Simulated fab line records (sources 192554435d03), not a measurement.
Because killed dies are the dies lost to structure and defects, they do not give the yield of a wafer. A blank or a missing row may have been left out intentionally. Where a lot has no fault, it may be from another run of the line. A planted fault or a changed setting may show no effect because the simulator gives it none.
Chamber matching | flow n5 finfet | 3 sister chambers for N5_BEOL_M3_CO_CAP_55 on cvd co-01
The step material Co, precursor CCTBA/H2, target thk 2 nm, time 102.1 s. 6 wafers are shown with their chamber, then 10 later ones without.

== WAFERS WITH THEIR CHAMBER ==
wafer  | chamber | heater power w (W)
L082.3 | 2       | 191
L088.3 | 0       | 213
L088.4 | 2       | 193
L088.5 | 1       | 225
L090.1 | 0       | 212
L090.2 | 1       | 228

== WAFERS WITHOUT THEIR CHAMBER ==
wafer  | heater power w (W)
L090.3 | 190
L093.1 | 191
L093.2 | 209
L093.5 | 217
L095.2 | 188
L095.4 | 208
L095.6 | 228
L097.1 | 211
L097.2 | 188
L097.4 | 185

== CHAMBER TAKEN BY EACH ==
wafer  | from the rows above | in truth
L090.3 | 2                   | 2
L093.1 | 2                   | 2
L093.2 | 0                   | 0
L093.5 | 0                   | 0
L095.2 | 2                   | 2
L095.4 | 0                   | 0
L095.6 | 1                   | 1
L097.1 | 0                   | 0
L097.2 | 2                   | 2
L097.4 | 2                   | 2
10 of 10 placed correctly. From these rows, 0 cannot be placed. 0 placed wrongly.
How it was worked out, from the rows above alone: a wafer's distance from a chamber is the root of the sum, over the readings, of the square of ((its reading less the chamber's mean) divided by the reading's scatter). If the next closest chamber is less than 2 further off than the closest, the wafer can't be placed; otherwise it belongs to the closest. A chamber's mean is the mean of its shown wafers. How the scatter is found: for the shown wafers, subtract from each reading the mean of its chamber, square and add these, divide the total by (wafers less chambers), then take the root.
